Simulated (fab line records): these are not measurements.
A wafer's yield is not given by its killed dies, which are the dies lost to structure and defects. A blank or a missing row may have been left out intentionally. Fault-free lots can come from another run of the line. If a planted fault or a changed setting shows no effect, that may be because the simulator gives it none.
Chamber matching | flow n5 finfet | 3 sister chambers for N5_BEOL_M0_SAQP_PECVD_00 on pecvd-01
The step deposits SiCN from 3MS/NH3, target thk 8 nm, time 14 s. 14 wafers are shown with their chamber, then 7 later ones without.

## WAFERS PAIRED WITH THEIR CHAMBERS
wafer  | chamber | throttle valve pct (%) | showerhead plenum p Torr (Torr) | rf fwd power W (W)
L078.1 | 0       | 8.8                    | 3.677                           | 198.4
L078.4 | 0       | 8.7                    | 3.678                           | 198.3
L078.6 | 2       | 9.5                    | 3.678                           | 199.0
L080.1 | 0       | 8.6                    | 3.681                           | 197.5
L080.3 | 2       | 9.6                    | 3.681                           | 199.8
L080.4 | 2       | 9.7                    | 3.680                           | 199.4
L084.2 | 2       | 9.7                    | 3.688                           | 199.5
L084.4 | 2       | 9.8                    | 3.681                           | 199.6
L084.5 | 2       | 9.7                    | 3.673                           | 199.9
L086.2 | 2       | 9.3                    | 3.681                           | 198.1
L086.4 | 2       | 9.7                    | 3.685                           | 199.3
L086.5 | 1       | 8.8                    | 3.660                           | 198.4
L088.1 | 0       | 8.8                    | 3.683                           | 197.7
L088.2 | 2       | 9.7                    | 3.668                           | 200.1

SIGNATURES, as means of the wafers listed above
reading                  | chamber 0 | chamber 1 | chamber 2 | scatter within a chamber
throttle valve pct       | 8.725     | 8.800     | 9.633     | 0.137
showerhead plenum p Torr | 3.67975   | 3.66000   | 3.67944   | 0.0053
rf fwd power W           | 197.975   | 198.400   | 199.411   | 0.556
Rule: for a wafer and a chamber, the distance is found by dividing, reading by reading, the gap between the wafer's reading and the chamber's mean by the reading's scatter, squaring, summing and taking the root. If the next closest chamber is less than 2 further off than the closest, the wafer can't be placed; otherwise it belongs to the closest. The scatter: take each reading less its chamber's mean, square it, sum over the shown wafers, divide by the number of wafers less the number of chambers, and take the root.

## WAFERS MISSING THEIR CHAMBER
wafer  | throttle valve pct (%) | showerhead plenum p Torr (Torr) | rf fwd power W (W)
L088.5 | 8.4                    | 3.655                           | 198.9
L090.1 | 8.4                    | 3.663                           | 197.7
L090.4 | 8.6                    | 3.675                           | 197.9
L090.6 | 8.3                    | 3.664                           | 198.0
L091.1 | 8.6                    | 3.688                           | 198.7
L091.2 | 8.1                    | 3.661                           | 197.4
L091.4 | 8.3                    | 3.659                           | 197.0

## WHICH CHAMBER EACH ONE RAN IN
wafer  | from the rows above     | in truth
L088.5 | 1                       | 1
L090.1 | can't be placed: 1 or 0 | 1
L090.4 | 0                       | 0
L090.6 | can't be placed: 1 or 0 | 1
L091.1 | 0                       | 0
L091.2 | can't be placed: 1 or 0 | 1
L091.4 | can't be placed: 1 or 0 | 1
Correctly placed: 3 of 7. These rows do not allow placing 4 (true chamber among the candidates in 4). Number placed wrongly: 0.
